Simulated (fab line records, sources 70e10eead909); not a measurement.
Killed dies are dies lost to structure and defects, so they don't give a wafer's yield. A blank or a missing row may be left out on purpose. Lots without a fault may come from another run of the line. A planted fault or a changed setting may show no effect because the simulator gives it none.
A struck lot beside a sound one | flow nand_harc | 14 steps out of a route of 1159
Sound: wafers L320.2, L320.4, L320.5. Struck: wafer L332.4. (L332.1 of the same lot was not struck and is left out.) The cause comes at the end.
At each step with rows: each side's tool, then ch and its chambers, then its first start. Under that, the readings that differ: sound wafers | struck wafers | difference of the means | sigmas: that difference in standard deviations of wafers without a fault.
alike: readings whose means differ by less than 2 such deviations, and words and numbers that are the same on both sides. not compared: withheld readings, readings that some wafer has no value for, bounds like >300 that may hide the same value, and numbers for which the record gives no deviation and whose values overlap.
The two part at a step that has a row with sigmas, a row that says differs or no value, or rows on one side only. Numbers that don't overlap but have no deviation are shown without sigmas and don't part them. A reading that every wafer of one side lacks parts them only if that side has two wafers or more.

NHARC_A_SOURCE_PLATE_THK_MEAS_06: measures by ellipsometry.
  sound on film_metro-02, day 8 10:22; struck on film_metro-02, day 11 17:16
  alike: thk_nm
NHARC_A_SOURCE_PLATE_INSPECT_08:
  sound on defect_inspect-01, day 8 10:26; struck on defect_inspect-01, day 11 17:22
  reading          | sound    | struck | difference | sigmas
  raw_defect_count | 49 44 47 | 115    | +68        | +2
then, 1 step without rows for these wafers: NHARC_A_ONON_D1_DEP_00 (target thk 1000 nm).
NHARC_A_ONON_D1_THK_MEAS_02: measures by ellipsometry.
  sound on film_metro-01, day 8 11:02; struck on film_metro-02, day 11 17:56
  alike: thk_nm
then, 1 step without rows for these wafers: NHARC_A_ONON_D1_DEP_03 (target thk 1000 nm).
NHARC_A_ONON_D1_THK_MEAS_05: measures by ellipsometry.
  sound on film_metro-02, day 8 11:43; struck on film_metro-01, day 11 18:31
  reading     | sound       | struck | difference | sigmas
  thk_nm (nm) | 983 984 984 | 1001   | +17        | +2
then, 1 step without rows for these wafers: NHARC_A_ONON_D1_DEP_06 (target thk 1000 nm).
NHARC_A_ONON_D1_THK_MEAS_08: measures by ellipsometry.
  sound on film_metro-02, day 8 12:25; struck on film_metro-02, day 11 19:06
  alike: thk_nm
then, 1 step without rows for these wafers: NHARC_A_ONON_D1_DEP_09 (target thk 1000 nm).
NHARC_A_ONON_D1_THK_MEAS_11: measures by ellipsometry.
  sound on film_metro-01, day 8 12:59; struck on film_metro-02, day 11 19:40
  alike: thk_nm
NHARC_A_ONON_D1_DEP_12: target thk 1000 nm.
  sound on pecvd_onon-03 ch 0, day 8 13:06; struck on pecvd_onon-03 ch 0, day 11 19:43
  alike: susceptor_temp_C
NHARC_A_ONON_D1_THK_MEAS_14: measures by ellipsometry.
  sound on film_metro-02, day 8 13:34; struck on film_metro-02, day 11 20:14
  reading     | sound       | struck | difference | sigmas
  thk_nm (nm) | 998 999 995 | 1664   | +667       | +56
then, 1 step without rows for these wafers: NHARC_A_ONON_D1_ANNEAL_15 (time 3600 s).
-- the record jumps here: 12 days lie between the struck wafers' starts before and after (it left off in module A_ONON_D1 and takes up again in module END, whose first step shown is number 1159 of the route) --
NHARC_END_SORT_01:
  the record has rows for the struck wafers here (prober-01 ch 0, day 24 02:05) and none for the sound ones

WHERE THEY PART
First at NHARC_A_SOURCE_PLATE_INSPECT_08; last, within this record, at NHARC_END_SORT_01.

WHY: what the simulator had put in
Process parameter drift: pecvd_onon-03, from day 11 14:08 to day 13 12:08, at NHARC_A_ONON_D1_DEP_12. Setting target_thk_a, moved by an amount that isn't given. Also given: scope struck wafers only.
